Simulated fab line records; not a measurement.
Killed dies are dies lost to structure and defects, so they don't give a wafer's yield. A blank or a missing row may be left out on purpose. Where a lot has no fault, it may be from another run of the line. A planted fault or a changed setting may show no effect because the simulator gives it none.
fab line records	flow nand_harc
[record] lots = 5	wafers = 15	last_day = 33
route steps=1302 shown P_M2@321 END@1302
lots untouched by any fault: they come from a run of this same line in which no faults occurred
start_h: the number of hours between the record's first day and the start of the first shown wafer of the lot	wait_h: hours since the lot's step before	" the same as in the row above	L1.1+2: a single row standing in for several wafers	- value missing, or start not given	* or withheld: withheld	< > ~ a bound
route shown NAME@n: a module of which the file shows steps, and the number in the route of the first	usual: the fault-free wafers' mean and standard deviation	same: alike in all rows	chamber/n: place in a boat	sites: readings site by site	_std_site: their standard deviation	_edge_site: inner sites' mean taken away from outer sites' mean	radius_mm: how far each site lies from the wafer's centre	mask NAME#n: copy n	behind: the tool/chamber that last shaped the wafer	hold: the reason the lot was held/the length of the hold in hours/how it ended	device: the transistor (n, p or np) that didn't switch	end of line: tests of these same wafers at the route's end	a step without rows: its recipe alone	killed: count of dies lost to structure and defects at first sort (not the wafer's yield)	map: the dies of a wafer, with x for killed, . for not killed, _ for no die there
set.NAME: the setting as run; set.NAME@STEP: as run at that earlier step	model.NAME: the simulator's own value behind a step, which no gauge read
a table for each step, a row for each wafer; lots at some steps of the route
services: from which hour (start_h, from the record's first day; less than 0 if before it) a tool's chamber was out of use, for how many hours, and why
[[steps]]
[step NHARC_P_M2_COAT_34]
[recipe] temp_c = 200	time_s = 65
[step NHARC_P_M2_COAT_03]
[recipe] spin_rpm = 1500	resist_thk_nm = 90
[step NHARC_P_M2_SOFTBAKE_04]
[recipe] temp_c = 105	time_s = 55
[step NHARC_P_M2_EBR_05]
[step NHARC_P_M2_EXPOSE_06]
[recipe] na = 1.35	target_cd_nm = 170	dose_mj = 80.78	mask_id = P_M2
[step NHARC_P_M2_PEB_07]
[recipe] peb_temp_c = 100	peb_time_s = 65
[step NHARC_P_M2_DEVELOP_08]
[recipe] develop_time_s = 35	dev_temp_c = 23
[step NHARC_P_M2_CD_MEAS_09]
[recipe] target_cd_nm = 170	landing_energy_ev = 500
[usual] cd_nm = 169.6/0.71
lot.wafer	tool	chamber	start_h	wait_h	cd_nm
L956.1	cd_sem-02	0	168.43	-	170.2
L956.2	"	0	"	"	170.8
L956.4	"	0	"	"	170.4
L963.2	cd_sem-01	0	235.17	-	169.6
L963.3	"	0	"	"	170.5
L963.5	"	0	"	"	169.6
L965.1	cd_sem-02	0	253.56	-	170.1
L965.3	"	0	"	"	168.1
L965.4	"	0	"	"	168.6
L970.1	cd_sem-01	0	295.11	-	169.3
L970.2	"	0	"	"	169.9
L970.5	"	0	"	"	170.3
L975.1	cd_sem-03	0	356.65	-	168.5
L975.2	"	0	"	"	169.0
L975.3	"	0	"	"	168.8
[step NHARC_P_M2_OVL_MEAS_10]
[recipe] pitch_nm = 340
[usual] overlay_x_nm = -0.1/0.79	overlay_y_nm = 0.2/1
lot.wafer	tool	chamber	start_h	wait_h	overlay_x_nm	overlay_y_nm
L956.1	overlay-02	-	168.52	-	-0.6	0.0
L956.2	"	-	"	"	-0.8	0.1
L956.4	"	-	"	"	-0.3	0.8
L963.2	overlay-01	-	235.26	-	0.3	-0.4
L963.3	"	-	"	"	-0.7	-0.9
L963.5	"	-	"	"	-0.5	-0.7
L965.1	overlay-01	-	253.65	-	0.5	2.8
L965.3	"	-	"	"	0.8	2.5
L965.4	"	-	"	"	1.0	3.0
L970.1	overlay-01	-	295.20	-	-0.4	-0.2
L970.2	"	-	"	"	-0.3	0.4
L970.5	"	-	"	"	-0.1	0.0
L975.1	overlay-02	-	356.74	-	-0.2	-0.4
L975.2	"	-	"	"	-0.6	-0.9
L975.3	"	-	"	"	-0.1	-0.8
[step NHARC_P_M2_INSPECT_11]
[usual] raw_defect_count = 4.3/2.4
lot.wafer	tool	chamber	start_h	wait_h	raw_defect_count
L956.1	defect_inspect-01	-	168.56	0.0	5
L956.2	"	-	"	"	4
L956.4	"	-	"	"	3
L963.2	defect_inspect-01	-	235.29	0.0	4
L963.3	"	-	"	"	4
L963.5	"	-	"	"	7
L965.1	defect_inspect-01	-	253.69	0.0	1
L965.3	"	-	"	"	4
L965.4	"	-	"	"	2
L970.1	defect_inspect-01	-	295.23	0.0	5
L970.2	"	-	"	"	3
L970.5	"	-	"	"	5
L975.1	defect_inspect-01	-	356.78	0.0	5
L975.2	"	-	"	"	2
L975.3	"	-	"	"	2
[step NHARC_P_M2_DESCUM_14]
[recipe] time_s = 3	o2_flow_sccm = 200	ar_flow_sccm = 0	bias_power_w = 0	chemistry = O2
[usual] drypump_motor_current_A = 5.9/0.33	oes_product_au = 0.998/0.011	rf_vpp_V = 57.8/0.87	showerhead_plenum_p_Torr = 1.94/0.074	throttle_valve_pct = 11.312/0.0084
[same] bias_power_w = 0
lot.wafer	tool	chamber	start_h	wait_h	drypump_motor_current_A	oes_product_au	rf_hours_counter_h	rf_vpp_V	showerhead_plenum_p_Torr	throttle_valve_pct
L956.2	rie_diel-09	3	168.62	0.1	6.0	1.025	0.8	59.6	2.01	11.317
L956.4	"	0	"	"	5.7	1.001	0.9	57.4	2.03	11.306
L956.1	"	1	"	"	6.7	0.994	0.8	56.1	1.87	11.321
L963.3	rie_diel-04	0	235.36	0.1	5.4	0.999	3.1	57.6	1.91	11.303
L963.2	"	1	"	"	6.0	0.991	2.8	57.5	2.06	11.332
L963.5	"	3	"	"	5.4	1.000	-	56.2	1.92	11.308
L965.3	rie_diel-04	0	253.75	0.1	5.4	0.974	4.5	58.3	1.91	11.317
L965.1	"	1	"	"	6.0	0.990	4.1	57.0	2.06	11.313
L965.4	"	3	"	"	5.4	0.999	4.0	58.2	1.92	11.333
L970.2	rie_diel-09	1	295.30	0.1	6.7	0.993	6.9	57.7	1.87	11.304
L970.1	"	2	"	"	5.8	1.005	7.9	59.2	1.88	11.302
L970.5	"	0	"	"	5.7	1.019	-	59.2	2.03	11.314
L975.1	rie_diel-02	0	356.84	0.1	6.1	0.994	6.1	58.7	1.96	11.305
L975.2	"	1	"	"	5.8	1.012	6.1	57.6	1.88	11.312
L975.3	"	2	"	"	6.0	1.009	5.9	55.8	1.83	11.295
[step NHARC_P_M2_ETCH_35]
[recipe] target_depth_a = 400	overetch_a = 120	time_s = 43.94	ion_energy_ev = 200	n2_flow_sccm = 150	h2_flow_sccm = 150	ar_flow_sccm = 0	rf_w = 400	bias_w = 150	chemistry = N2/H2
[usual] drypump_motor_current_A = 5.9/0.33	oes_product_au = 0.999/0.011	rf_vpp_V = 431.3/2.5	run_length_s = 65.4/0.42	showerhead_plenum_p_Torr = 2.06/0.086	throttle_valve_pct = 14.171/0.0089
lot.wafer	tool	chamber	start_h	wait_h	drypump_motor_current_A	oes_product_au	rf_hours_counter_h	rf_vpp_V	run_length_s	showerhead_plenum_p_Torr	throttle_valve_pct
L956.2	rie_diel-09	2	168.70	0.1	5.8	0.999	0.7	431.2	65.4	2.01	14.175
L956.4	"	3	"	"	6.0	1.014	0.8	433.6	65.1	2.15	14.197
L956.1	"	0	"	"	5.7	1.000	0.9	433.8	65.4	2.17	14.156
L963.3	rie_diel-04	3	235.91	0.5	5.4	1.006	3.1	431.1	66.0	2.05	14.173
L963.2	"	1	"	"	6.0	0.996	2.8	436.3	66.0	2.20	14.173
L963.5	"	0	"	"	5.4	0.990	-	431.1	66.0	2.04	14.176
L965.3	rie_diel-04	3	253.83	0.1	5.4	1.006	4.0	429.6	65.5	2.05	14.172
L965.4	"	0	"	"	5.4	0.997	4.5	431.7	66.3	2.04	14.158
L965.1	"	2	"	"	5.8	0.995	3.6	428.5	65.0	1.96	14.179
L970.2	rie_diel-09	1	295.39	0.1	6.7	0.984	6.9	428.9	64.8	1.99	14.171
L970.1	"	2	"	"	5.7	1.003	7.9	428.7	64.8	2.01	14.161
L970.5	"	0	"	"	5.7	1.020	-	435.5	65.3	2.17	14.169
L975.1	rie_diel-02	1	356.93	0.1	5.8	1.008	6.1	430.0	65.2	2.00	14.164
L975.2	"	2	"	"	6.0	0.995	5.9	427.9	65.2	1.95	14.169
L975.3	"	0	"	"	6.1	1.001	6.1	433.4	66.1	2.09	14.167
[step NHARC_P_M2_ETCH_15]
[recipe] target_depth_a = 1825	time_s = 91.2	c4f8_flow_sccm = withheld	ar_flow_sccm = 400	rf_w = 600	bias_w = 300	chemistry = C4F8/Ar
[usual] oes_product_au = 0.947/0.024	rf_vpp_V = 441.6/2.4	run_length_s = 112.7/0.43
lot.wafer	tool	chamber	start_h	wait_h	oes_product_au	rf_hours_counter_h	rf_vpp_V	run_length_s
L956.4	rie_diel-09	0	168.79	-	0.962	1.0	445.1	112.3
L956.1	"	1	"	"	0.969	0.8	439.4	112.2
L956.2	"	3	"	"	0.971	0.9	445.0	113.0
L963.3	rie_diel-04	3	235.99	-	0.939	3.2	441.9	113.2
L963.2	"	0	"	"	0.919	3.2	439.7	113.1
L963.5	"	0	"	"	0.915	-	440.4	113.5
L965.3	rie_diel-04	0	253.92	-	0.917	4.5	440.1	104.7
L965.1	"	1	"	"	0.919	4.1	444.6	113.3
L965.4	"	2	"	"	0.916	3.6	439.2	112.5
L970.1	rie_diel-09	0	295.47	-	0.931	9.4	444.4	112.4
L970.2	"	2	"	"	0.918	7.9	439.7	112.1
L970.5	"	1	"	"	0.901	-	438.2	112.4
L975.1	rie_diel-02	0	357.01	-	0.956	6.1	442.7	112.9
L975.3	"	1	"	"	0.961	6.1	441.5	112.3
L975.2	"	3	"	"	0.976	6.0	443.0	111.8
[step NHARC_P_M2_CD_MEAS_16]
[usual] cd_nm = 169.7/0.74
lot.wafer	tool	chamber	start_h	wait_h	cd_nm
L956.1	cd_sem-03	-	168.92	-	170.2
L956.2	"	-	"	"	171.4
L956.4	"	-	"	"	171.0
L963.2	cd_sem-03	-	236.13	-	168.9
L963.3	"	-	"	"	169.9
L963.5	"	-	"	"	169.8
L965.1	cd_sem-03	-	254.05	-	169.8
L965.3	"	-	"	"	167.6
L965.4	"	-	"	"	169.8
L970.1	cd_sem-01	-	295.60	-	169.2
L970.2	"	-	"	"	170.7
L970.5	"	-	"	"	170.0
L975.1	cd_sem-01	-	357.15	-	168.6
L975.2	"	-	"	"	169.3
L975.3	"	-	"	"	168.9
[step NHARC_END_SORT_01]
[recipe] temp_c = 25
[usual] defect_limited_yield = 91.0/2.8	killed_at_array = 56/18	killed_at_other = 1.4/1.5	killed_at_periphery = 4/3.1	killed_dies = 61/19	killed_open = 3.5/1.8	killed_short = 2.4/1.4
[same] gross_dies = 677
lot.wafer	tool	chamber	start_h	wait_h	defect_limited_yield[%]	killed_at_array	killed_at_other	killed_at_periphery	killed_dies	killed_open	killed_short
L975.1	prober-01	0	788.14	2.5	87.9	74	2	6	82	3	4
L975.2	prober-01	0	788.94	2.8	88.8	70	4	2	76	2	4
L975.3	prober-01	0	789.74	3.1	91.0	55	4	2	61	2	2
// killed by level:class
L975.1 A_SLIT:chamber_film_flake=25 A_CHANNEL_HOLE_D2:chamber_film_flake=20 A_CHANNEL_HOLE_D1:chamber_film_flake=14 A_CONTACT:chamber_film_flake=9 P_M0:geometric_particle:open=3 P_GATE:chamber_film_flake=2 A_DECK1_JOINT:chamber_film_flake=2 THIN_TSV:chamber_film_flake=2
L975.2 A_CHANNEL_HOLE_D2:chamber_film_flake=21 A_SLIT:chamber_film_flake=19 A_CHANNEL_HOLE_D1:chamber_film_flake=15 A_CONTACT:chamber_film_flake=4 THIN_TSV:chamber_film_flake=4 A_DECK1_JOINT:chamber_film_flake=3 A_M1:chamber_film_flake=2 P_CONTACT:geometric_particle:short=1
L975.3 A_CHANNEL_HOLE_D2:chamber_film_flake=22 A_SLIT:chamber_film_flake=14 A_CHANNEL_HOLE_D1:chamber_film_flake=9 THIN_TSV:chamber_film_flake=3 A_CHANNEL_FILL_D2:chamber_film_flake=2 A_STAIRCASE:chamber_film_flake=2 A_CONTACT:chamber_film_flake=2 P_CONTACT:geometric_particle:short=1
[[services]]
tool	chamber	start_h	hours	kind
rie_diel-09	0	152.10	-	clean
rie_diel-09	1	152.10	-	clean
rie_diel-09	2	152.10	-	clean
rie_diel-09	3	152.10	-	clean
rie_diel-04	0	156.93	-	clean
rie_diel-04	1	156.93	-	clean
rie_diel-04	2	156.93	-	clean
rie_diel-04	3	156.93	-	clean
rie_diel-09	0	176.60	-	clean
rie_diel-09	1	176.60	-	clean
rie_diel-09	2	176.60	-	clean
rie_diel-09	3	176.60	-	clean
rie_diel-04	-	177.90	9.0	pm
rie_diel-04	0	177.90	9.0	vent_cycle
rie_diel-04	1	177.90	9.0	vent_cycle
rie_diel-04	2	177.90	9.0	vent_cycle
rie_diel-04	3	177.90	9.0	vent_cycle
rie_diel-02	0	191.61	3.5	repair
rie_diel-02	-	216.70	9.0	pm
rie_diel-09	1	246.60	14.7	repair
rie_diel-04	1	293.79	5.0	repair
rie_diel-09	-	320.10	9.0	pm
rie_diel-04	0	342.95	27.6	repair
rie_diel-04	-	354.90	9.0	pm
[[key]]
[first_sign] step = NHARC_P_M2_ETCH_15	reading = run_length_s	direction = down	sigmas = 18	usual = *	struck = *
effect none on later readings
met_at NHARC_P_M2_ETCH_15
struck_wafers L965.3
onset_between 235.99 253.92
[fault] kind = process_parameter_drift	tool = rie_diel-04	chamber = 0	onset_h = 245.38	steps = NHARC_P_M2_ETCH_15	channel = time_s	offset = *	shape = step	end_h = 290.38	acts_in = *	stated = *
